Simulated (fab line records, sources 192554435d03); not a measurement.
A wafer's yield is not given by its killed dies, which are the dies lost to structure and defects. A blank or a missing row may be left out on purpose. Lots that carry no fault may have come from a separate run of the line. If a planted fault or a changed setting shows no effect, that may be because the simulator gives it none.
Chamber matching || flow n5-finfet || rie-diel-04 running N5_BEOL_M10_ETCH_62: 4 sister chambers
The step etches SOC in N2/H2, target depth 110 nm, overetch 22 nm, time 165 s. 4 wafers are shown with their chamber, then 8 later ones without.

## WAFERS WITH THEIR CHAMBER
{"wafer": "L084.1", "chamber": 2, "showerhead-plenum-p-Torr (Torr)": 2.71}
{"wafer": "L084.6", "chamber": 1, "showerhead-plenum-p-Torr (Torr)": 2.69}
{"wafer": "L086.5", "chamber": 3, "showerhead-plenum-p-Torr (Torr)": 2.60}
{"wafer": "L087.1", "chamber": 0, "showerhead-plenum-p-Torr (Torr)": 2.46}

## WAFERS WITHOUT THEIR CHAMBER
{"wafer": "L087.3", "showerhead-plenum-p-Torr (Torr)": 2.70}
{"wafer": "L087.5", "showerhead-plenum-p-Torr (Torr)": 2.46}
{"wafer": "L089.1", "showerhead-plenum-p-Torr (Torr)": 2.60}
{"wafer": "L089.3", "showerhead-plenum-p-Torr (Torr)": 2.70}
{"wafer": "L089.6", "showerhead-plenum-p-Torr (Torr)": 2.60}
{"wafer": "L094.4", "showerhead-plenum-p-Torr (Torr)": 2.68}
{"wafer": "L094.5", "showerhead-plenum-p-Torr (Torr)": 2.70}
{"wafer": "L094.6", "showerhead-plenum-p-Torr (Torr)": 2.59}

## WHICH CHAMBER EACH ONE RAN IN
{"wafer": "L087.3", "from the rows above": "can't be placed: 2 or 1", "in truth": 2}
{"wafer": "L087.5", "from the rows above": 0, "in truth": 0}
{"wafer": "L089.1", "from the rows above": 3, "in truth": 3}
{"wafer": "L089.3", "from the rows above": "can't be placed: 2 or 1", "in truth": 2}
{"wafer": "L089.6", "from the rows above": 3, "in truth": 3}
{"wafer": "L094.4", "from the rows above": 1, "in truth": 1}
{"wafer": "L094.5", "from the rows above": "can't be placed: 2 or 1", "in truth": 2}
{"wafer": "L094.6", "from the rows above": 3, "in truth": 3}
Correctly placed: 5 of 8. Can't be placed from these rows: 3 (the true chamber is among the candidates in 3). Placed wrongly: 0.
How it was worked out, from the rows above alone: a wafer's distance from a chamber is the root of the sum, over the readings, of the square of ((its reading less the chamber's mean) divided by the reading's scatter). The wafer belongs to the nearest chamber; if the next one is less than 2 further off, it can't be placed. For every chamber, the mean is computed from those of its wafers that are shown. The scatter: with one shown wafer a chamber, the root of the mean of the squares of how far each hidden wafer lies from its nearest shown one.
